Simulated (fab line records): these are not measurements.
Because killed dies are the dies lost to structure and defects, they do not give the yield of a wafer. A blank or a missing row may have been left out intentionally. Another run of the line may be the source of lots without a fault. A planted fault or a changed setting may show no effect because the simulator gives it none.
Which tool is to blame? :: flow n5-finfet :: 31 wafers from 11 lots sampled at 5 of the route's 1938 steps

## WHAT THE GAUGES SHOWED, per wafer
N5_BEOL_M4_RC_MEAS_101.
lot: L186
measured: day 8 17:21
on: prober-02
DIBL_N (mV/V): 37.6 40.3 36.1

lot: L185
measured: day 8 17:50
on: prober-01
DIBL_N (mV/V): 37.7 36.6 37.5

lot: L187
measured: day 9 12:31
on: prober-02
DIBL_N (mV/V): 39.2 39.5

lot: L190
measured: day 9 17:25
on: prober-02
DIBL_N (mV/V): 38.1 35.4 39.0

lot: L193
measured: day 10 21:35
on: prober-01
DIBL_N (mV/V): 36.3 36.0 35.0

lot: L196
measured: day 12 10:33
on: prober-02
DIBL_N (mV/V): 35.0 35.8

lot: L200
measured: day 13 06:35
on: prober-02
DIBL_N (mV/V): 33.7 38.1 34.3

lot: L201
measured: day 13 10:46
on: prober-02
DIBL_N (mV/V): 36.8 39.3 36.1

lot: L204
measured: day 13 10:07
on: prober-01
DIBL_N (mV/V): 36.8 35.3 35.3

lot: L203
measured: day 13 19:34
on: prober-01
DIBL_N (mV/V): 33.3 33.8 35.5

lot: L205
measured: day 14 06:35
on: prober-01
DIBL_N (mV/V): 38.7 36.4 35.9

## EACH LOT AND THE TOOL THAT RAN IT (in order: tool; ch and the chambers of the sampled wafers; start)
lot: L186
N5_BEOL_M3_HM_DEP_02: pvd-sputter-01, day 7 16:36
N5_BEOL_M3_COAT_22: litho-track-03 ch 0, day 7 17:38
N5_BEOL_M3_DESCUM_33: rie-diel-05 ch 0,3, day 7 18:20
N5_BEOL_M3_ETCHBACK_99: rie-diel-02 ch 0,1, day 8 00:38

lot: L185
N5_BEOL_M3_HM_DEP_02: pvd-sputter-01, day 7 17:17
N5_BEOL_M3_COAT_22: litho-track-04 ch 0, day 7 18:24
N5_BEOL_M3_DESCUM_33: rie-diel-05 ch 0,1,2, day 7 18:48
N5_BEOL_M3_ETCHBACK_99: rie-diel-02 ch 0,1, day 8 01:06

lot: L187
N5_BEOL_M3_HM_DEP_02: pvd-sputter-03, day 8 00:09
N5_BEOL_M3_COAT_22: litho-track-03 ch 0, day 8 01:08
N5_BEOL_M3_DESCUM_33: rie-diel-02 ch 1,2, day 8 01:41
N5_BEOL_M3_ETCHBACK_99: rie-diel-02 ch 1, day 8 06:23

lot: L190
N5_BEOL_M3_HM_DEP_02: pvd-sputter-01, day 8 12:36
N5_BEOL_M3_COAT_22: litho-track-03 ch 0, day 8 13:43
N5_BEOL_M3_DESCUM_33: rie-diel-06 ch 1,2,3, day 8 14:14
N5_BEOL_M3_ETCHBACK_99: rie-diel-02 ch 1,2,3, day 8 16:01

lot: L193
N5_BEOL_M3_HM_DEP_02: pvd-sputter-01, day 8 20:59
N5_BEOL_M3_COAT_22: litho-track-02 ch 0, day 8 22:00
N5_BEOL_M3_DESCUM_33: rie-diel-02 ch 1,2, day 8 22:24
N5_BEOL_M3_ETCHBACK_99: rie-diel-02 ch 0,3, day 9 04:46

lot: L196
N5_BEOL_M3_HM_DEP_02: pvd-sputter-01, day 11 01:12
N5_BEOL_M3_COAT_22: litho-track-02 ch 0, day 11 02:17
N5_BEOL_M3_DESCUM_33: rie-diel-06 ch 2,3, day 11 02:41
N5_BEOL_M3_ETCHBACK_99: rie-diel-06 ch 0,2, day 11 15:40

lot: L200
N5_BEOL_M3_HM_DEP_02: pvd-sputter-01, day 11 18:00
N5_BEOL_M3_COAT_22: litho-track-04 ch 0, day 11 19:07
N5_BEOL_M3_DESCUM_33: rie-diel-05 ch 0,1,3, day 11 19:38
N5_BEOL_M3_ETCHBACK_99: rie-diel-05 ch 1,2,3, day 12 06:26

lot: L201
N5_BEOL_M3_HM_DEP_02: pvd-sputter-02, day 11 19:50
N5_BEOL_M3_COAT_22: litho-track-04 ch 0, day 11 20:56
N5_BEOL_M3_DESCUM_33: rie-diel-05 ch 0,1,3, day 11 21:23
N5_BEOL_M3_ETCHBACK_99: rie-diel-06 ch 1,2, day 12 06:28

lot: L204
N5_BEOL_M3_HM_DEP_02: pvd-sputter-02, day 12 03:07
N5_BEOL_M3_COAT_22: litho-track-03 ch 0, day 12 04:19
N5_BEOL_M3_DESCUM_33: rie-diel-06 ch 1,3, day 12 04:43
N5_BEOL_M3_ETCHBACK_99: rie-diel-05 ch 0,2, day 12 10:38

lot: L203
N5_BEOL_M3_HM_DEP_02: pvd-sputter-01, day 12 06:54
N5_BEOL_M3_COAT_22: litho-track-03 ch 0, day 12 08:05
N5_BEOL_M3_DESCUM_33: rie-diel-06 ch 0,2,3, day 12 08:29
N5_BEOL_M3_ETCHBACK_99: rie-diel-02 ch 0,1,3, day 12 17:10

lot: L205
N5_BEOL_M3_HM_DEP_02: pvd-sputter-02, day 12 17:28
N5_BEOL_M3_COAT_22: litho-track-03 ch 0, day 12 18:35
N5_BEOL_M3_DESCUM_33: rie-diel-05 ch 0,1,3, day 12 19:01
N5_BEOL_M3_ETCHBACK_99: rie-diel-02 ch 0,1,3, day 13 00:01
- N5_BEOL_M3_HM_DEP_02: deposits TiN, target thk 20 nm.
- N5_BEOL_M3_COAT_22: resist thk 30 nm.
- N5_BEOL_M3_DESCUM_33: chemistry O2, time 7 s.
- N5_BEOL_M3_ETCHBACK_99: etches SiO2 in CHF3, target depth 5 nm, time 10.4 s.

## THE ANSWER, worked out from the rows above alone
Rule: what is usual is taken from the lots themselves. Put in order of their means at a reading, lots are off if they are a third of the lots or fewer, leave a main group of 4 or more, and stand apart from it by a gap of 3 or more times the standard deviation of the main group's means; of several such gaps the widest counts. A main group is skipped when, at the precision printed for the reading in the tables above, its means are all equal. A lot without any number at a reading at which 4 lots or more have one is off too. The other lots that the step has rows for count as sound.
Nothing can be told from this: no lot is off at any reading shown.

## WHAT THE SIMULATOR HAD INSERTED
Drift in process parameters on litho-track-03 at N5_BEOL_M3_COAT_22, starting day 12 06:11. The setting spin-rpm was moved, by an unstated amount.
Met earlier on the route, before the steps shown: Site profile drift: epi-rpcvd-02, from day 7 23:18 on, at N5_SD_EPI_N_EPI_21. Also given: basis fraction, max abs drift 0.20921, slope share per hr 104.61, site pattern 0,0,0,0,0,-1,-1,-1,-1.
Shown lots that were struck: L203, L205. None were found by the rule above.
